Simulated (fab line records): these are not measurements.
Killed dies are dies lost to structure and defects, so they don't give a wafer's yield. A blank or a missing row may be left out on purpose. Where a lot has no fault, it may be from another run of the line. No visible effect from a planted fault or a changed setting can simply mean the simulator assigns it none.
Which tool was responsible? | flow nandHarc | 21 wafers from 7 lots sampled at 3 of the route's 1159 steps

== WHAT THE GAUGES READ, wafer by wafer ==
NHARC_A_ONON_D1_THK_MEAS_05: measures by ellipsometry.
lot  | measured     | on           | thkNm (nm)
L294 | day 8 09:50  | filmMetro-01 | 998 995 996
L300 | day 9 00:40  | filmMetro-01 | 1015 1013 1014
L299 | day 9 00:39  | filmMetro-02 | 1020 1019 1021
L302 | day 9 23:33  | filmMetro-02 | 1005 1004 1005
L304 | day 10 11:32 | filmMetro-02 | 1004 1005 1005
L311 | day 11 23:53 | filmMetro-02 | 1008 1010 1008
L315 | day 12 18:20 | filmMetro-02 | 995 993 990

== EACH LOT AND THE TOOL THAT RAN IT (in order: tool; ch and the chambers of the sampled wafers; start) ==
lot  | NHARC_A_ZERO_WELL_DESCUM_12       | NHARC_A_ONON_D1_DEP_03
L294 | rieDiel-05 ch 0,2,3, day 7 03:26  | pecvdOnon-04 ch 0, day 8 09:20
L300 | rieDiel-12 ch 0,2,3, day 7 21:47  | pecvdOnon-02 ch 0, day 9 00:09
L299 | rieDiel-04 ch 1,3, day 8 02:04    | pecvdOnon-03 ch 0, day 9 00:15
L302 | rieDiel-05 ch 1,2,3, day 8 22:04  | pecvdOnon-02 ch 0, day 9 23:11
L304 | rieDiel-05 ch 1,2, day 9 06:14    | pecvdOnon-03 ch 0, day 10 11:05
L311 | rieDiel-05 ch 0,3, day 11 01:01   | pecvdOnon-03 ch 0, day 11 23:22
L315 | rieDiel-04 ch 0,2,3, day 11 22:37 | pecvdOnon-03 ch 0, day 12 17:50
- NHARC_A_ZERO_WELL_DESCUM_12: chemistry O2, time 3 s.
- NHARC_A_ONON_D1_DEP_03: target thk 1000 nm.

== THE ANSWER, worked out from the rows above alone ==
Rule: the lots themselves supply what counts as usual. Put in order of their means at a reading, lots are off if they are a third of the lots or fewer, leave a main group of 4 or more, and stand apart from it by a gap of 3 or more times the standard deviation of the main group's means; of several such gaps the widest counts. A main group whose means are all the same, to the digits that the tables above print for the reading, isn't used. A lot without any number at a reading at which 4 lots or more have one is off too. The other lots that the step has rows for count as sound.
Across all readings shown, no lot is off: no conclusion can be drawn from this.

== WHAT HAD BEEN PUT IN BY THE SIMULATOR ==
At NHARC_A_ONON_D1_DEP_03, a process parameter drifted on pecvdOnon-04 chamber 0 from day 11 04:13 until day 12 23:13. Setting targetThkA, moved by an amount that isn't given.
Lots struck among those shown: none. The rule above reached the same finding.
